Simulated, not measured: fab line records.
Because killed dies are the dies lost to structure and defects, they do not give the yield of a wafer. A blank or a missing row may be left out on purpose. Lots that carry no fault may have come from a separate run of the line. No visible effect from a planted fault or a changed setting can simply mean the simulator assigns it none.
The tool behind it: which one? | flow nand-harc | Sampling: 6 lots, 16 wafers, 5 of 1302 route steps

## WHAT EACH GAUGE READ, for each wafer
NHARC_END_SORT_01.
lot  | measured     | on        | defect-limited-yield (%)
L146 | day 29 12:40 | prober-02 | 37.5

## EACH LOT AND THE TOOL THAT RAN IT (in order: tool; ch and the chambers of the sampled wafers; start)
lot  | NHARC_P_CONTACT_ETCH_18                       | NHARC_P_CONTACT_STRIP_28           | NHARC_P_M0_ETCH_34                 | NHARC_P_M0_ECD_22
L138 | rie-diel-11 ch 1,2,3, day 6 20:01 or earlier  | rie-diel-06 ch 1,2, day 6 20:01    | rie-diel-03 ch 0,2,3, day 6 23:16  | ecd-cu-02 ch 0,1, day 7 00:35
L140 | rie-diel-07 ch 1,3, day 7 16:35 or earlier    | rie-diel-06 ch 0,3, day 7 16:35    | rie-diel-04 ch 0,2,3, day 7 19:54  | ecd-cu-02 ch 0,1, day 7 21:05
L146 | rie-diel-11 ch 1, day 10 00:13 or earlier     | rie-diel-06 ch 1, day 10 00:13     | rie-diel-03 ch 3, day 10 03:24     | ecd-cu-01 ch 1, day 10 04:37
L149 | rie-diel-07 ch 1,2, day 11 21:10 or earlier   | rie-diel-07 ch 0,1,3, day 11 21:10 | rie-diel-05 ch 0,2,3, day 12 00:27 | ecd-cu-02 ch 0,1, day 12 01:38
L153 | rie-diel-07 ch 0,1,3, day 13 03:09 or earlier | rie-diel-06 ch 0,2,3, day 13 03:09 | rie-diel-03 ch 0,2,3, day 13 06:20 | ecd-cu-02 ch 0,1, day 13 07:39
L155 | rie-diel-07 ch 2,3, day 14 02:00 or earlier   | rie-diel-11 ch 1,2, day 14 02:00   | rie-diel-04 ch 2,3, day 14 05:11   | ecd-cu-02 ch 0,1, day 14 06:25
- NHARC_P_CONTACT_ETCH_18: etches the open film in C4F8/O2/Ar, target depth 481 nm, time 240.5 s.
- NHARC_P_CONTACT_STRIP_28: strips in O2.
- NHARC_P_M0_ETCH_34: etches the open film in N2/H2, target depth 40 nm, overetch 12 nm, time 43.94 s.
- NHARC_P_M0_ECD_22: material Cu, target thk 400 nm.

## THE ANSWER, worked out from the rows above alone
Rule: usual is defined by the lots themselves. Put in order of their means at a reading, lots are off if they are a third of the lots or fewer, leave a main group of 4 or more, and stand apart from it by a gap of 3 or more times the standard deviation of the main group's means; of several such gaps the widest counts. Not used: any main group whose means are identical at the precision the tables above print for the reading. A lot without any number at a reading at which 4 lots or more have one is off too. Where the step has rows for the other lots, those lots are counted as sound.
Nothing can be told from this: no lot is off at any reading shown.

## WHAT WAS PUT IN BY THE SIMULATOR
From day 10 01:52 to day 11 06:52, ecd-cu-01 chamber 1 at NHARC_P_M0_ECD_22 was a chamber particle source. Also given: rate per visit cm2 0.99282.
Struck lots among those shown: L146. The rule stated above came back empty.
